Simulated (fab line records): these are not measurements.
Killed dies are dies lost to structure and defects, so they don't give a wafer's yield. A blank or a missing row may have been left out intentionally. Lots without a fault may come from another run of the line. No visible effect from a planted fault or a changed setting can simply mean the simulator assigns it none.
Matching of chambers + flow n5-finfet + 4 sister chambers for N5_STI_FIN_REVEAL_ALD_00 on ald-sin-02
The step deposits SiO2, target thk 1 nm, pulse time 1 s. 8 wafers are shown with their chamber, then 10 later ones without.

## WAFERS WITH THEIR CHAMBER
| wafer  | chamber | heater-power-outer-w (W) | heater-power-w (W) |
|--------|---------|--------------------------|--------------------|
| L086.2 | 1       | 218                      | 391                |
| L087.4 | 2       | 231                      | 411                |
| L087.5 | 2       | 224                      | 417                |
| L087.6 | 1       | 220                      | 394                |
| L090.5 | 3       | 225                      | 402                |
| L090.6 | 0       | 314                      | 554                |
| L092.1 | 0       | 300                      | 544                |
| L092.2 | 3       | 220                      | 417                |

## WAFERS WITH NO CHAMBER GIVEN
| wafer  | heater-power-outer-w (W) | heater-power-w (W) |
|--------|--------------------------|--------------------|
| L092.4 | 228                      | 412                |
| L093.1 | 221                      | 400                |
| L093.3 | 228                      | 425                |
| L093.4 | 231                      | 418                |
| L095.2 | 306                      | 541                |
| L095.3 | 229                      | 429                |
| L095.5 | 233                      | 417                |
| L097.3 | 304                      | 529                |
| L097.4 | 224                      | 422                |
| L097.6 | 305                      | 544                |

## WHICH CHAMBER EACH WENT THROUGH
| wafer  | from the rows above          | in truth |
|--------|------------------------------|----------|
| L092.4 | can't be placed: 2 or 3      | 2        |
| L093.1 | can't be placed: 1 or 3 or 2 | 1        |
| L093.3 | can't be placed: 2 or 3      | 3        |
| L093.4 | can't be placed: 2 or 3      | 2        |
| L095.2 | 0                            | 0        |
| L095.3 | can't be placed: 2 or 3      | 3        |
| L095.5 | can't be placed: 2 or 3      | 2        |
| L097.3 | 0                            | 0        |
| L097.4 | can't be placed: 2 or 3      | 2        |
| L097.6 | 0                            | 0        |
Correctly placed: 3 of 10. Cannot be placed on the basis of these rows: 7; the candidates contain the true chamber in 7. Placed wrongly: 0.
How it was worked out, from the rows above alone: a wafer's distance from a chamber is the root of the sum, over the readings, of the square of ((its reading less the chamber's mean) divided by the reading's scatter). If the next closest chamber is less than 2 further off than the closest, the wafer can't be placed; otherwise it belongs to the closest. The mean given for a chamber averages the wafers shown for that chamber. The scatter: the root of (the sum of the squares of (reading less its chamber's mean) over the shown wafers, divided by (wafers less chambers)).
